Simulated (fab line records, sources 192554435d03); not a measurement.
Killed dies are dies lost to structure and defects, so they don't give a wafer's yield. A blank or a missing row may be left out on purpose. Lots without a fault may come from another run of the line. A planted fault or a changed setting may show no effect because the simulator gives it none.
Which tool did it? | flow n5_finfet | 13 lots, 31 wafers sampled, at 3 steps of a route of 1938

WHAT THE GAUGES READ, wafer by wafer
N5_MOL_CONTACT_COAG_CD_MEAS_08: target cd 28 nm. Usual: cd_nm 27.95 nm, standard deviation 0.3.
lot  | measured     | on        | cd_nm (nm)        | flag
L831 | day 4 21:59  | cd_sem-03 | 27.76 27.60 28.23 |
L833 | day 5 10:11  | cd_sem-03 | 28.60 28.45       |
L834 | day 5 18:38  | cd_sem-03 | 27.92 28.12       |
L836 | day 6 02:32  | cd_sem-03 | 28.04 28.00       |
L837 | day 6 10:44  | cd_sem-01 | 27.92 27.67       |
L838 | day 6 14:49  | cd_sem-01 | 27.85 27.51       |
L839 | day 6 19:20  | cd_sem-01 | 28.12 28.26       |
L840 | day 7 02:03  | cd_sem-03 | 28.28 28.15 28.21 |
L842 | day 7 14:01  | cd_sem-03 | 27.89 27.80 27.54 |
L843 | day 7 21:52  | cd_sem-01 | 27.71 27.91       |
L848 | day 9 02:38  | cd_sem-02 | 27.41 27.76       |
L851 | day 9 21:38  | cd_sem-02 | 28.84 28.71 28.73 |
L852 | day 10 05:49 | cd_sem-03 | 28.76 28.50 28.75 |

N5_MOL_CONTACT_COAG_INSPECT_10: inspects for defects (brightfield). Usual: raw_defect_count 66, standard deviation 23.
lot  | measured     | on                | raw_defect_count | flag
L831 | day 4 22:04  | defect_inspect-02 | 47 82 42         |
L833 | day 5 10:17  | defect_inspect-02 | 88 66            |
L834 | day 5 18:43  | defect_inspect-02 | 62 91            |
L836 | day 6 02:37  | defect_inspect-02 | 44 72            |
L837 | day 6 10:49  | defect_inspect-02 | 44 75            |
L838 | day 6 14:55  | defect_inspect-01 | 50 46            |
L839 | day 6 19:25  | defect_inspect-02 | 54 85            |
L840 | day 7 02:08  | defect_inspect-02 | 50 101 62        |
L842 | day 7 14:07  | defect_inspect-02 | 61 114 52        |
L843 | day 7 21:57  | defect_inspect-02 | 29 55            |
L848 | day 9 02:43  | defect_inspect-02 | 81 57            |
L851 | day 9 21:43  | defect_inspect-01 | 87 74 25         |
L852 | day 10 05:54 | defect_inspect-01 | 35 76 58         |

WHICH TOOL RAN EACH LOT (tool, then ch and the chambers of the sampled wafers, then the start)
lot  | N5_MOL_CONTACT_COAG_EXPOSE_05
L831 | euv_scanner-01 ch 0, day 4 21:52
L833 | euv_scanner-02 ch 0, day 5 10:04
L834 | euv_scanner-01 ch 0, day 5 18:31
L836 | euv_scanner-01 ch 0, day 6 02:25
L837 | euv_scanner-01 ch 0, day 6 10:36
L838 | euv_scanner-01 ch 0, day 6 14:41
L839 | euv_scanner-01 ch 0, day 6 19:13
L840 | euv_scanner-02 ch 0, day 7 01:56
L842 | euv_scanner-01 ch 0, day 7 13:53
L843 | euv_scanner-01 ch 0, day 7 21:46
L848 | euv_scanner-01 ch 0, day 9 02:30
L851 | euv_scanner-01 ch 0, day 9 21:31
L852 | euv_scanner-01 ch 0, day 10 05:42
- N5_MOL_CONTACT_COAG_EXPOSE_05: exposes mask CA, defocus 0 nm.

WHAT THE TOOLS THEMSELVES READ (means of the sampled wafers that have a number; where no wafer has one, the mark that the record gives instead)
N5_MOL_CONTACT_COAG_EXPOSE_05. Usual: exposure_dose_mJ_cm2 38.15, standard deviation 0.038.
lot  | tool           | exposure_dose_mJ_cm2 | flag
L831 | euv_scanner-01 | 38.17                |
L833 | euv_scanner-02 | 38.17                |
L834 | euv_scanner-01 | 38.15                |
L836 | euv_scanner-01 | 38.16                |
L837 | euv_scanner-01 | 38.12                |
L838 | euv_scanner-01 | 38.16                |
L839 | euv_scanner-01 | 38.19                |
L840 | euv_scanner-02 | 38.12                |
L842 | euv_scanner-01 | 38.16                |
L843 | euv_scanner-01 | 38.14                |
L848 | euv_scanner-01 | 38.11                |
L851 | euv_scanner-01 | 39.80                | OFF
L852 | euv_scanner-01 | 39.56                | OFF

THE ANSWER, worked out from the rows above alone
Rule: a lot is off if the mean of its wafers that have a number lies more than 3 standard deviations from the usual mean. A lot without any number at a reading at which 4 lots or more have one is off too. The other lots that the step has rows for count as sound. The gauges are gone through in route order, then the tools' own readings, and for those a lot's mean is taken as printed above. The first step at which some lot is off is used, and at that step the reading that is off furthest; a lot without a number counts as furthest.
Off: L851, L852, at N5_MOL_CONTACT_COAG_EXPOSE_05 (exposure_dose_mJ_cm2).
A tool fits if, at that step or a process step before it, it ran every lot that is off, and no sound lot after the first of them. One fits: euv_scanner-01 at N5_MOL_CONTACT_COAG_EXPOSE_05. Its last sound lot is L848 (day 9 02:30), its first lot that is off L851 (day 9 21:31): a fault that began between those two fits.
The tool's own readings at N5_MOL_CONTACT_COAG_EXPOSE_05 bear it out: on the lots that are off they differ by more than 5 times the standard deviation of the sound lots' means. exposure_dose_mJ_cm2 reads 39.68 there against 38.15 on the sound lots.

WHAT THE SIMULATOR HAD PUT IN
Process parameter drift: euv_scanner-01, from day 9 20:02 on, at N5_MOL_CONTACT_COAG_EXPOSE_05. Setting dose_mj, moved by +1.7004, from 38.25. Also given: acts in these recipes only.
Lots struck among those shown: L851, L852. The rule above found the same.
